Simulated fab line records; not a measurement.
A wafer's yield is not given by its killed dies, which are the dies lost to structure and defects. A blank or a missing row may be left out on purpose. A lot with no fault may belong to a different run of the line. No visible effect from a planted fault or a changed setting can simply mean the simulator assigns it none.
fab line records	flow nand-harc
[record] lots = 12	wafers = 36	last-day = 24
route steps=1159 shown P_M2@336 A_M1@1053 THIN_TSV@1132 END@1159
lots with no fault: from the same line, run without faults
start-h: start of the lot's first displayed wafer, in hours after the record's first day	wait-h: hours elapsed since this lot's preceding step	" unchanged from the row above	L1.1+2: one row covering several wafers at once	- either no value or no given start	* or withheld: withheld	< > ~ a bound
route shown NAME@n: NAME is a module with steps in the file, n the number in the route of the first one	usual: mean and standard deviation over wafers with no fault	same: alike in all rows	chamber/n: place in a boat	sites: per-site readings	_std_site: the values' standard deviation	_edge_site: outer sites' mean less inner sites'	radius-mm: for every site, how far away it sits from the centre of the wafer	mask NAME#n: copy n	behind: the tool/chamber that last shaped the wafer	hold: why the lot went on hold/how many hours it stayed there/how the hold came to an end	device: transistor that didn't switch, given as n, p or np	end of line: at the end of the route, the tests of the same wafers	where a step has no rows: the recipe by itself	killed: dies lost to structure and defects at the first sort, not the wafer's yield	map: shows each die of a wafer: x if killed, . if not, _ if none is there
set.NAME: the run value of the setting; set.NAME@STEP: its run value at that earlier step	model.NAME: the simulator's own value behind a step, which no gauge read
a sample of lots followed through the steps of the route, with each step as a table and each wafer as a row
services: the hour from which a tool's chamber was out of use, counted from the record's first day as start-h (under 0 if before that day), plus the number of hours and why
[[steps]]
[step NHARC_P_M2_ETCH_28]
[recipe] target-depth-a = 300	over-etch-frac = 0.3	time-s = 72.99	ion-energy-ev = 150	cf4-flow-sccm = 50	n2-flow-sccm = 100	ar-flow-sccm = 150	rf-w = 300	bias-w = 100	chemistry = CF4/N2
[usual] bias-w = 99.97/0.28	drypump-motor-current-A = 5.8/0.41	oes-product-au = 0.996/0.01	rf-vpp-V = 313.5/2.1	showerhead-plenum-p-Torr = 2.58/0.12	throttle-valve-pct = 19.794/0.0091
lot.wafer	tool	chamber	start-h	wait-h	bias-w	drypump-motor-current-A	oes-product-au	rf-hours-counter-h	rf-vpp-V	showerhead-plenum-p-Torr	throttle-valve-pct
L364.4	rie-diel-09	2	128.20	-	99.59	5.4	0.986	20	314.6	2.67	19.792
L364.2	"	0	"	"	99.99	5.5	1.011	17	316.0	2.78	19.796
L364.6	"	2	"	"	100.13	5.4	0.993	-	315.0	2.67	19.803
L366.4	rie-diel-01	1	130.96	-	99.78	6.3	1.000	6	311.7	2.48	19.797
L366.6	"	2	"	"	100.20	6.1	1.008	-	312.7	2.46	19.777
L366.5	"	3	"	"	99.62	5.5	1.001	-	316.4	2.77	19.801
L365.1	rie-diel-01	2	135.58	-	99.66	6.1	0.987	7	312.6	2.46	19.783
L365.2	"	1	"	"	100.03	6.3	0.993	7	311.8	2.48	19.800
L365.6	"	2	"	"	99.48	6.1	0.994	-	312.5	2.46	19.811
L368.4	rie-diel-13	3	148.90	-	99.81	5.1	1.018	7	314.5	2.59	19.785
L368.2	"	0	"	"	100.20	5.6	1.009	7	313.6	2.65	19.793
L368.5	"	2	"	"	99.82	6.1	1.015	-	316.9	2.71	19.779
L367.3	rie-diel-01	3	150.75	-	99.70	5.6	0.990	0	316.3	2.77	19.782
L367.1	"	1	"	"	99.90	6.2	1.001	0	311.6	2.48	19.803
L367.5	"	2	"	"	99.84	6.1	0.983	-	311.9	2.46	19.794
L370.4	rie-diel-13	0	159.52	-	99.90	5.6	1.007	9	314.2	2.65	19.788
L370.5	"	0	"	"	99.80	5.6	1.009	-	313.5	2.65	19.801
L370.6	"	1	"	"	99.78	6.1	0.979	-	313.8	2.62	19.809
L372.2	rie-diel-09	0	170.17	-	99.76	5.5	1.013	33	315.6	2.77	19.788
L372.1	"	3	"	"	100.25	5.8	0.998	36	312.9	2.56	19.794
L372.4	"	3	"	"	100.42	5.7	0.990	-	313.0	2.56	19.794
L373.3	rie-diel-01	1	183.66	-	100.38	6.3	0.989	1	311.2	2.48	19.786
L373.2	"	2	"	"	99.82	6.1	0.986	1	311.6	2.46	19.798
L373.1	"	3	"	"	100.42	5.5	0.985	1	315.9	2.77	19.792
L375.2	rie-diel-01	2	190.20	-	100.03	6.1	0.992	2	312.9	2.46	19.796
L375.1	"	3	"	"	100.18	5.6	1.000	1	316.1	2.77	19.799
L375.5	"	0	"	"	100.23	5.3	0.988	-	311.9	2.48	19.814
L377.2	rie-diel-01	1	203.01	-	100.17	6.2	0.992	2	311.4	2.48	19.797
L377.1	"	0	"	"	99.67	5.3	0.994	2	311.8	2.48	19.804
L377.6	"	2	"	"	99.82	6.1	0.996	-	311.3	2.46	19.779
L384.2	rie-diel-01	3	245.72	0.3	100.39	5.5	0.977	4	317.3	2.77	19.793
L384.4	"	3	"	"	99.90	5.6	0.975	-	318.3	2.77	19.808
L384.5	"	0	"	"	99.77	5.3	0.995	-	312.1	2.48	19.782
L385.1	rie-diel-01	2	251.37	-	100.13	6.1	0.988	4	312.5	2.46	19.790
L385.4	"	3	"	"	99.85	5.6	0.967	4	316.3	2.77	19.791
L385.5	"	0	"	"	100.22	5.3	0.999	-	311.6	2.48	19.799
[step NHARC_A_M1_THK_MEAS_24]
[recipe] thk-meas-gauge = xrf
[usual] thk-nm = 154.2/1.2
lot.wafer	tool	chamber	start-h	wait-h	thk-nm
L366.4	film-metro-02	-	417.53	-	154.2
L366.5	"	-	"	"	155.3
L366.6	"	-	"	"	153.2
L364.2	film-metro-02	-	419.29	-	153.4
L364.4	"	-	"	"	154.3
L364.6	"	-	"	"	155.3
L365.1	film-metro-01	-	422.57	-	153.1
L365.2	"	-	"	"	153.2
L365.6	"	-	"	"	153.1
L368.2	film-metro-02	-	424.70	-	154.5
L368.4	"	-	"	"	155.0
L368.5	"	-	"	"	157.2
L367.1	film-metro-02	-	433.05	-	154.6
L367.3	"	-	"	"	154.6
L367.5	"	-	"	"	152.8
L370.4	film-metro-01	-	438.29	-	154.0
L370.5	"	-	"	"	155.6
L370.6	"	-	"	"	153.3
L372.1	film-metro-02	-	454.48	-	152.1
L372.2	"	-	"	"	154.9
L372.4	"	-	"	"	153.5
L373.1	film-metro-02	-	460.66	-	155.2
L373.2	"	-	"	"	153.9
L373.3	"	-	"	"	154.0
L377.1	film-metro-01	-	471.90	-	152.8
L377.2	"	-	"	"	155.5
L377.6	"	-	"	"	153.3
L375.1	film-metro-01	-	482.28	-	153.6
L375.2	"	-	"	"	153.6
L375.5	"	-	"	"	155.3
L384.2	film-metro-01	-	515.64	-	153.9
L384.4	"	-	"	"	155.0
L384.5	"	-	"	"	155.1
L385.1	film-metro-01	-	520.62	-	154.1
L385.4	"	-	"	"	155.6
L385.5	"	-	"	"	153.3
[step NHARC_A_M1_PRE_CLEAN_32]
[recipe] time-s = 12	temp-c = 370	rf-power-w = 300	gas = NH3
[usual] heater-power-w = 622/69
lot.wafer	tool	chamber	start-h	wait-h	heater-power-w
L366.6	pecvd-01	1	417.79	0.1	751
L366.4	"	2	"	"	629
L366.5	"	0	"	"	669
L364.2	pecvd-04	1	419.62	0.2	547
L364.4	"	2	"	"	601
L364.6	"	1	"	"	553
L365.2	pecvd-04	2	423.13	0.4	546
L365.1	"	1	"	"	648
L365.6	"	0	"	"	676
L368.2	pecvd-04	2	424.96	0.1	530
L368.4	"	0	"	"	687
L368.5	"	1	"	"	600
L367.3	pecvd-01	1	433.30	0.1	711
L367.1	"	0	"	"	693
L367.5	"	0	"	"	664
L370.6	pecvd-04	2	438.90	0.5	607
L370.5	"	0	"	"	659
L370.4	"	1	"	"	572
L372.2	pecvd-04	1	455.62	1.0	644
L372.1	"	2	"	"	576
L372.4	"	0	"	"	717
L373.3	pecvd-03	1	460.89	0.1	607
L373.2	"	2	"	"	481
L373.1	"	0	"	"	583
L377.2	pecvd-03	0	472.17	0.1	612
L377.1	"	1	"	"	658
L377.6	"	0	"	"	584
L375.2	pecvd-01	1	482.50	0.1	719
L375.1	"	0	"	"	607
L375.5	"	0	"	"	605
L384.2	pecvd-03	2	515.86	0.1	508
L384.5	"	2	"	"	508
L384.4	"	0	"	"	595
L385.1	pecvd-03	2	520.87	0.1	547
L385.4	"	0	"	"	511
L385.5	"	2	"	"	535
[step NHARC_THIN_TSV_ANNEAL_52]
[recipe] temp-c = 225	time-s = 90
[usual] wafer_temp_C_max = 226.25/0.27
lot.wafer	tool	chamber	start-h	wait-h	wafer_temp_C_max
L366.4	rtp-anneal-01	0	441.67	0.6	226.58
L366.5	"	0	"	"	226.12
L366.6	"	0	"	"	226.69
L364.2	rtp-anneal-02	0	442.65	0.6	225.95
L364.4	"	0	"	"	226.47
L364.6	"	0	"	"	226.57
L368.2	rtp-anneal-01	0	449.49	0.7	226.46
L368.4	"	0	"	"	226.34
L368.5	"	0	"	"	226.46
L365.1	rtp-anneal-02	0	450.98	0.5	226.48
L365.2	"	0	"	"	226.44
L365.6	"	0	"	"	226.20
L367.1	rtp-anneal-01	0	456.93	0.6	226.60
L367.3	"	0	"	"	226.35
L367.5	"	0	"	"	226.20
L370.4	rtp-anneal-01	0	459.24	0.6	226.24
L370.5	"	0	"	"	226.50
L370.6	"	0	"	"	226.63
L372.1	rtp-anneal-02	0	476.90	0.5	226.21
L372.2	"	0	"	"	226.15
L372.4	"	0	"	"	225.82
L373.1	rtp-anneal-01	0	481.42	0.5	226.24
L373.2	"	0	"	"	226.62
L373.3	"	0	"	"	226.13
L377.1	rtp-anneal-02	0	494.71	0.6	226.68
L377.2	"	0	"	"	225.87
L377.6	"	0	"	"	225.84
L375.1	rtp-anneal-02	0	506.30	0.5	226.28
L375.2	"	0	"	"	225.97
L375.5	"	0	"	"	226.39
L384.2	rtp-anneal-01	0	540.39	0.6	226.31
L384.4	"	0	"	"	226.43
L384.5	"	0	"	"	226.28
L385.1	rtp-anneal-02	0	545.20	0.5	226.32
L385.4	"	0	"	"	226.16
L385.5	"	0	"	"	226.54
[step NHARC_END_SORT_01]
[recipe] temp-c = 25
[usual] defect-limited-yield = 95.5/1.3	killed-at-array = 27/8.8	killed-at-other = 0.4/0.82	killed-at-periphery = 3.1/2.1	killed-dies = 31/8.8	killed-open = 3.3/2	killed-short = 2.0/1.4	sort_bin_2_pct = 1.3/0.56	sort_bin_3_pct = 0.25/0.21	sort_bin_4_pct = 2.9/0.89	sort-n-pass = 646/8.8	sort-rim-yield-pct = 95.8/2.7	sort-yield-pct = 95.5/1.3
[same] gross-dies = 677	sort_bin_5_pct[%] = 0	sort_bin_6_pct[%] = 0	sort_bin_7_pct[%] = 0	sort_bin_8_pct[%] = 0	sort-rim-n-gross = 106.00
lot.wafer	tool	chamber	start-h	wait-h	defect-limited-yield[%]	killed-at-array	killed-at-other	killed-at-periphery	killed-dies	killed-open	killed-short	sort_bin_2_pct[%]	sort_bin_3_pct[%]	sort_bin_4_pct[%]	sort-n-pass	sort-rim-yield-pct[%]	sort-yield-pct[%]
L385.1	prober-01	0	561.68	2.5	94.7	33	0	3	36	2	0	2.1	0.30	3.0	641	99.1	94.7
L385.4	prober-01	0	564.06	3.4	82.9	25	0	91	116	2	2	7.1	2.66	7.4	561	98.1	82.9
L385.5	prober-01	0	564.86	3.7	94.7	35	0	1	36	1	2	1.8	0.30	3.2	641	99.1	94.7
L384.2	prober-02	0	562.39	2.8	85.1	21	0	80	101	2	0	5.9	3.40	5.6	576	99.1	85.1
L384.4	prober-02	0	563.96	3.4	83.0	25	0	90	115	5	2	5.0	4.43	7.5	562	97.2	83.0
L384.5	prober-02	0	564.75	3.7	95.1	28	1	4	33	3	1	0.9	0.44	3.5	644	98.1	95.1
// killed by level:class
L385.1 A_CHANNEL_HOLE_D1:chamber-film-flake=26 A_STAIRCASE:chamber-film-flake=3 P_M0:geometric-particle:open=1 A_WL_FILL:geometric-particle:open=1 P_GATE:chamber-film-flake=1 P_M1:chamber-film-flake=1 A_SLIT:chamber-film-flake=1 A_WL_FILL:chamber-film-flake=1
L384.2 P_M2:unspecified=77 A_CHANNEL_HOLE_D1:chamber-film-flake=11 A_WL_FILL:chamber-film-flake=4 P_GATE:chamber-film-flake=3 A_STAIRCASE:chamber-film-flake=2 A_CONTACT:chamber-film-flake=2 A_SGD_CUT:geometric-particle:open=1 A_M1:geometric-particle:open=1
L384.4 P_M2:unspecified=85 A_CHANNEL_HOLE_D1:chamber-film-flake=20 P_STI:geometric-particle:short=1 P_GATE:geometric-particle:open=1 P_CONTACT:geometric-particle:open=1 P_M0:geometric-particle:open=1 A_STAIRCASE:geometric-particle:open=1 A_SGD_CUT:geometric-particle:short=1
L385.4 P_M2:unspecified=84 A_CHANNEL_HOLE_D1:chamber-film-flake=20 P_GATE:chamber-film-flake=3 P_STI:chamber-film-flake=2 A_STAIRCASE:chamber-film-flake=2 P_CONTACT:geometric-particle:short=1 P_M0:geometric-particle:short=1 A_WL_FILL:geometric-particle:open=1
L384.5 A_CHANNEL_HOLE_D1:chamber-film-flake=21 P_GATE:chamber-film-flake=3 A_BLC:geometric-particle:open=2 A_WL_FILL:chamber-film-flake=2 A_CONTACT:geometric-particle:open=1 A_BLC:geometric-particle:short=1 P_STI:chamber-film-flake=1 A_STAIRCASE:chamber-film-flake=1
L385.5 A_CHANNEL_HOLE_D1:chamber-film-flake=25 A_WL_FILL:chamber-film-flake=3 A_CONTACT:chamber-film-flake=3 P_M0:geometric-particle:open=1 A_SOURCE_PLATE:geometric-particle:short=1 A_CHANNEL_FILL_D1:geometric-particle:short=1 A_STAIRCASE:chamber-film-flake=1 A_SLIT:chamber-film-flake=1
[[services]]
tool	chamber	start-h	hours	kind
pecvd-03	-	111.37	13.0	pm
rie-diel-01	-	137.82	9.0	pm
rie-diel-01	-	163.42	0.8	repair
pecvd-01	-	164.88	0.4	repair
pecvd-04	-	195.00	13.0	pm
pecvd-01	-	215.71	0.7	repair
pecvd-01	-	218.99	0.6	repair
pecvd-01	0	224.78	8.1	repair
pecvd-04	-	227.01	1.1	repair
rie-diel-01	1	234.49	16.3	repair
rie-diel-01	2	238.04	8.0	repair
pecvd-04	0	239.39	10.8	repair
rie-diel-01	0	278.64	1.9	repair
rie-diel-01	1	284.57	4.3	repair
rie-diel-01	0	287.27	2.0	repair
pecvd-03	-	292.37	13.0	pm
rtp-anneal-02	-	300.00	12.0	pm
rie-diel-01	-	314.82	9.0	pm
pecvd-04	-	376.24	13.0	pm
rie-diel-01	3	391.06	2.8	repair
pecvd-03	-	473.37	13.0	pm
pecvd-04	-	478.30	5.0	repair
pecvd-03	-	487.46	0.3	repair
rie-diel-01	-	491.82	9.0	pm
[[key]]
[first-sign] step = NHARC_END_SORT_01	reading = killed-at-periphery	direction = up	sigmas = 40	usual = 3.1	struck = 87
[effect] step = NHARC_END_SORT_01	reading = killed-dies	direction = up	sigmas = 9	usual = 31	struck = 111
[more-kills-born-at] NHARC_P_M2_ETCH_28@rie-diel-01 = 246
met-at NHARC_P_M2_ETCH_28
struck-lots L384,L385
struck-wafers L384.2,L384.4,L385.4
not-acting-at NHARC_A_M1_THK_MEAS_24,NHARC_A_M1_PRE_CLEAN_32,NHARC_THIN_TSV_ANNEAL_52
onset-between 190.20 245.72
[fault] kind = chamber-particle-source	tool = rie-diel-01	chamber = 3	onset-h = 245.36	steps = NHARC_P_M2_ETCH_28	rate-per-visit-cm2 = 0.67261	end-h = 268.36
